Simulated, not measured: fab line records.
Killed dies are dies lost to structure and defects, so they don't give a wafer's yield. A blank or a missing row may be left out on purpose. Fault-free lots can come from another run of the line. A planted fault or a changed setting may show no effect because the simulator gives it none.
Chamber matching / flow n5Finfet / N5_MOL_CONTACT_COAG_CO_FILL_22 on cvdCo-02: 3 sister chambers
The step material Co, precursor CCTBA/H2, target thk 20 nm. 3 wafers are shown with their chamber, then 11 later ones without.

WAFERS, EACH WITH ITS CHAMBER
wafer=L090.1; chamber=0; heaterPowerW (W)=253
wafer=L090.6; chamber=1; heaterPowerW (W)=223
wafer=L092.2; chamber=2; heaterPowerW (W)=229

WAFERS WITH NO CHAMBER GIVEN
wafer=L092.3; heaterPowerW (W)=224
wafer=L092.6; heaterPowerW (W)=223
wafer=L093.1; heaterPowerW (W)=227
wafer=L093.3; heaterPowerW (W)=254
wafer=L093.5; heaterPowerW (W)=227
wafer=L095.2; heaterPowerW (W)=225
wafer=L095.4; heaterPowerW (W)=220
wafer=L095.5; heaterPowerW (W)=230
wafer=L096.3; heaterPowerW (W)=259
wafer=L096.4; heaterPowerW (W)=230
wafer=L096.5; heaterPowerW (W)=220

CHAMBER TAKEN BY EACH
wafer=L092.3; from the rows above=can't be placed: 1 or 2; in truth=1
wafer=L092.6; from the rows above=1; in truth=1
wafer=L093.1; from the rows above=can't be placed: 2 or 1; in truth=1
wafer=L093.3; from the rows above=0; in truth=0
wafer=L093.5; from the rows above=can't be placed: 2 or 1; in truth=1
wafer=L095.2; from the rows above=can't be placed: 1 or 2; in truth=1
wafer=L095.4; from the rows above=1; in truth=1
wafer=L095.5; from the rows above=2; in truth=2
wafer=L096.3; from the rows above=0; in truth=0
wafer=L096.4; from the rows above=2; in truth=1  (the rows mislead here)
wafer=L096.5; from the rows above=1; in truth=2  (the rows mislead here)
5 of 11 placed correctly. From these rows, 4 cannot be placed; in 4 the true chamber is one of the candidates. Number placed wrongly: 2.
How it was worked out, from the rows above alone: a wafer's distance from a chamber is the root of the sum, over the readings, of the square of ((its reading less the chamber's mean) divided by the reading's scatter). If the next closest chamber is less than 2 further off than the closest, the wafer can't be placed; otherwise it belongs to the closest. A chamber's mean is the mean of its shown wafers. The scatter: with one shown wafer a chamber, the root of the mean of the squares of how far each hidden wafer lies from its nearest shown one.
